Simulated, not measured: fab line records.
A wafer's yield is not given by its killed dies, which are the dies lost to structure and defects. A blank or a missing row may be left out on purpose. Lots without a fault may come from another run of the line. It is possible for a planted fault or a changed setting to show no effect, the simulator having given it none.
Matching of chambers + flow n5 finfet + N5_MIM_TOP_LITHO_DESCUM_10 on rie diel-01: 4 sister chambers
The step chemistry O2, time 7.9 s. 4 wafers are shown with their chamber, then 10 later ones without.

== WAFERS PAIRED WITH THEIR CHAMBERS ==
| wafer  | chamber | throttle valve pct (%) |
|--------|---------|------------------------|
| L089.4 | 2       | 20.01                  |
| L089.5 | 1       | 20.71                  |
| L088.3 | 0       | 20.17                  |
| L088.4 | 3       | 20.84                  |

== WAFERS WITHOUT THEIR CHAMBER ==
| wafer  | throttle valve pct (%) |
|--------|------------------------|
| L088.5 | 20.86                  |
| L090.1 | 20.73                  |
| L090.2 | 20.85                  |
| L090.3 | 20.17                  |
| L091.1 | 20.18                  |
| L091.5 | 20.16                  |
| L091.6 | 20.72                  |
| L092.1 | 20.73                  |
| L092.3 | 20.85                  |
| L092.4 | 20.06                  |

== EACH ONE'S CHAMBER ==
| wafer  | from the rows above | in truth |
|--------|---------------------|----------|
| L088.5 | 3                   | 3        |
| L090.1 | 1                   | 1        |
| L090.2 | 3                   | 3        |
| L090.3 | 0                   | 0        |
| L091.1 | 0                   | 0        |
| L091.5 | 0                   | 0        |
| L091.6 | 1                   | 1        |
| L092.1 | 1                   | 1        |
| L092.3 | 3                   | 3        |
| L092.4 | 2                   | 2        |
10 of 10 placed correctly. Can't be placed from these rows: 0. Placed wrongly: 0.
How it was worked out, from the rows above alone: a wafer's distance from a chamber is the root of the sum, over the readings, of the square of ((its reading less the chamber's mean) divided by the reading's scatter). If the next closest chamber is less than 2 further off than the closest, the wafer can't be placed; otherwise it belongs to the closest. Each chamber's mean is taken over the wafers shown for it. The scatter (one wafer shown for each chamber): square how far every hidden wafer sits from the nearest shown wafer, average those squares and take the square root.
